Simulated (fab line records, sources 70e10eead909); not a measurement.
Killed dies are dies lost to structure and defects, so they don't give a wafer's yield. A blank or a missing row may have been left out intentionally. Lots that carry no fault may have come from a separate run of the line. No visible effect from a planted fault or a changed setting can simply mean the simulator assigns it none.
A lot that was struck, set against a sound lot :: flow nand_harc :: 14 out of 1302 route steps
Sound: these wafers, L484.1, L484.2, L484.4. Struck: wafers L487.4, L487.5, L487.6. The cause is given at the end.
For every step that has rows: the tool of each side, followed by ch and its chambers, followed by its first start. Under that, the readings that differ: sound wafers :: struck wafers :: difference of the means :: sigmas: that difference in standard deviations of wafers without a fault.
alike: same words and numbers on both sides, and readings whose means sit less than 2 such deviations apart. not compared: any withheld reading, any reading some wafer has no value for, any bound like >300 that may hide the same value, and any number with overlapping values for which the record gives no deviation.
A row with sigmas, a row that says differs or no value, or rows on one side alone: a step with any of these is where the two part. Numbers that have no deviation but don't overlap get no sigmas and don't part them. A reading missing from all wafers of one side parts the sides only when that side holds two or more wafers.

NHARC_P_M2_PVD_20: deposits TaN, target thk 5 nm, time 8.06 s.
  sound on pvd_sputter-02; struck on pvd_sputter-01
  alike: chamber_pressure_pa, throttle_valve_pct
NHARC_P_M2_PVD_21: deposits Cu, target thk 30 nm, time 20.49 s.
  sound on pvd_sputter-02; struck on pvd_sputter-01
  alike: chamber_pressure_pa, throttle_valve_pct
then, 1 step without rows for these wafers: NHARC_P_M2_ECD_22 (material Cu, target thk 400 nm).
NHARC_P_M2_ANNEAL_31: time 90 s.
  sound on rtp_anneal-02 ch 0, day 9 20:52; struck on rtp_anneal-01 ch 0, day 10 23:46
  alike: wafer_temp_C_max
NHARC_P_M2_CMP_23: polishes, t overpolish 20 s, target thk 144.3 nm.
  sound on cmp-02 ch 0,1,2, day 9 21:13; struck on cmp-03 ch 0,2,3, day 11 00:02
  alike: edge_zone_pressure_frac, motor_current_A, time_to_endpoint_s
NHARC_P_M2_THK_MEAS_24: measures by xrf.
  sound on film_metro-02, day 9 21:32; struck on film_metro-02, day 11 00:17
  alike: thk_nm
after that, 1 step had no rows for these wafers: NHARC_P_M2_SRD_25.
NHARC_P_M2_INSPECT_27:
  sound on defect_inspect-01, day 9 21:41; struck on defect_inspect-02, day 11 00:27
  alike: raw_defect_count
then, 1 step without rows for these wafers: NHARC_P_M2_PRE_CLEAN_32 (time 12 s).
NHARC_P_M2_DEP_33: deposits SiCN, target thk 30 nm.
  sound on pecvd-04 ch 1,2, day 9 21:52; struck on pecvd-04 ch 0,1,2, day 11 00:43
  alike: heater_power_w
then, 1 step without rows for these wafers: NHARC_P_BONDPAD_DEP_00 (deposits SiCN, target thk 250 nm).
NHARC_P_BONDPAD_CMP_32: polishes SiCN, target thk 200 nm.
  sound on cmp-04 ch 0,1,2, day 9 22:40; struck on cmp-04 ch 0,1,2, day 11 01:28
  no value came back on the struck wafers for edge_zone_pressure_frac, motor_current_A (A); on the sound wafers edge_zone_pressure_frac reads 0.994 0.997 1.006
NHARC_P_BONDPAD_THK_MEAS_33: measures by ellipsometry.
  sound on film_metro-02, day 9 22:53; struck on film_metro-02, day 11 01:40
reading: thk_nm (nm)
sound: 200.8 201.3 197.7
struck: 252.3 250.8 251.1
difference: +51.5
sigmas: +30
after that, 1 step had no rows for these wafers: NHARC_P_BONDPAD_SRD_34.

== WHERE THEY PART ==
At NHARC_P_BONDPAD_CMP_32 first; at NHARC_P_BONDPAD_THK_MEAS_33 last (within this record only).

WHY: the cause the simulator had injected
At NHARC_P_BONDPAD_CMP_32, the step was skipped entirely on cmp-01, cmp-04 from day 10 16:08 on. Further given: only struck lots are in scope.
